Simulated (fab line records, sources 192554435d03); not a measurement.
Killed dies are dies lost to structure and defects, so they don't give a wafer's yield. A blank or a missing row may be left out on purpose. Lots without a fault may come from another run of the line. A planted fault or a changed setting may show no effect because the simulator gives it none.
Chamber matching | flow n5_finfet | N5_BEOL_M0_SAQP_SPACER1_ETCHBACK_99 on rie_diel-03: 4 sister chambers
The step etches SiO2 in CHF3/O2, target depth 15.4 nm, time 7.7 s. 4 wafers are shown with their chamber, then 8 later ones without.

WAFERS WITH THEIR CHAMBER
wafer  | chamber | throttle_valve_pct (%)
L086.1 | 3       | 19.11
L090.4 | 1       | 18.70
L090.5 | 2       | 19.42
L092.1 | 0       | 18.79

WAFERS WITHOUT THEIR CHAMBER
wafer  | throttle_valve_pct (%)
L092.3 | 19.14
L092.5 | 19.45
L093.3 | 18.71
L093.5 | 19.46
L093.6 | 18.70
L097.2 | 18.80
L097.4 | 18.73
L097.6 | 19.17

WHICH CHAMBER EACH WENT THROUGH
wafer  | from the rows above     | in truth
L092.3 | 3                       | 3
L092.5 | 2                       | 2
L093.3 | 1                       | 1
L093.5 | 2                       | 2
L093.6 | 1                       | 1
L097.2 | 0                       | 0
L097.4 | can't be placed: 1 or 0 | 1
L097.6 | 3                       | 3
Placed correctly: 7 of 8. Can't be placed from these rows: 1 (the true chamber is among the candidates in 1). Placed wrongly: 0.
How it was worked out, from the rows above alone: a wafer's distance from a chamber is the root of the sum, over the readings, of the square of ((its reading less the chamber's mean) divided by the reading's scatter). The wafer belongs to the nearest chamber; if the next one is less than 2 further off, it can't be placed. A chamber's mean is the mean of its shown wafers. The scatter: with one shown wafer a chamber, the root of the mean of the squares of how far each hidden wafer lies from its nearest shown one.
